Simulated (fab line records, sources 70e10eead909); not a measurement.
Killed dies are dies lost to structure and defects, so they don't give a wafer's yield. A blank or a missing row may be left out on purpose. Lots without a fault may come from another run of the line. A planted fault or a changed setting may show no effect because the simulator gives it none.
Chamber matching | flow nand_harc | NHARC_A_CONTACT_DESCUM_13 on rie_diel-12: 4 sister chambers
The step chemistry O2, time 3 s. 8 wafers are shown with their chamber, then 7 later ones without.

WAFERS WITH THEIR CHAMBER
wafer  | chamber | drypump_motor_current_A (A) | oes_product_au (a.u.)
L134.6 | 2       | 5.1                         | 0.997
L137.4 | 1       | 6.4                         | 0.998
L135.2 | 1       | 6.4                         | 0.998
L144.1 | 3       | 6.4                         | 1.005
L144.3 | 0       | 5.6                         | 0.997
L144.5 | 3       | 6.4                         | 1.004
L153.1 | 0       | 5.6                         | 1.000
L153.4 | 2       | 5.2                         | 0.996

WAFERS WITHOUT THEIR CHAMBER
wafer  | drypump_motor_current_A (A) | oes_product_au (a.u.)
L153.6 | 5.2                         | 1.007
L154.1 | 5.6                         | 0.993
L154.3 | 6.4                         | 0.991
L154.4 | 6.4                         | 0.994
L157.2 | 6.4                         | 0.993
L157.4 | 5.2                         | 1.004
L157.5 | 6.4                         | 0.994

WHICH CHAMBER EACH WENT THROUGH
wafer  | from the rows above | in truth
L153.6 | 2                   | 2
L154.1 | 0                   | 0
L154.3 | 1                   | 1
L154.4 | 1                   | 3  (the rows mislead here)
L157.2 | 1                   | 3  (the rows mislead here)
L157.4 | 2                   | 2
L157.5 | 1                   | 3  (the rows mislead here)
Placed correctly: 4 of 7. Can't be placed from these rows: 0. Placed wrongly: 3.
How it was worked out, from the rows above alone: a wafer's distance from a chamber is the root of the sum, over the readings, of the square of ((its reading less the chamber's mean) divided by the reading's scatter). The wafer belongs to the nearest chamber; if the next one is less than 2 further off, it can't be placed. A chamber's mean is the mean of its shown wafers. The scatter: the root of (the sum of the squares of (reading less its chamber's mean) over the shown wafers, divided by (wafers less chambers)).
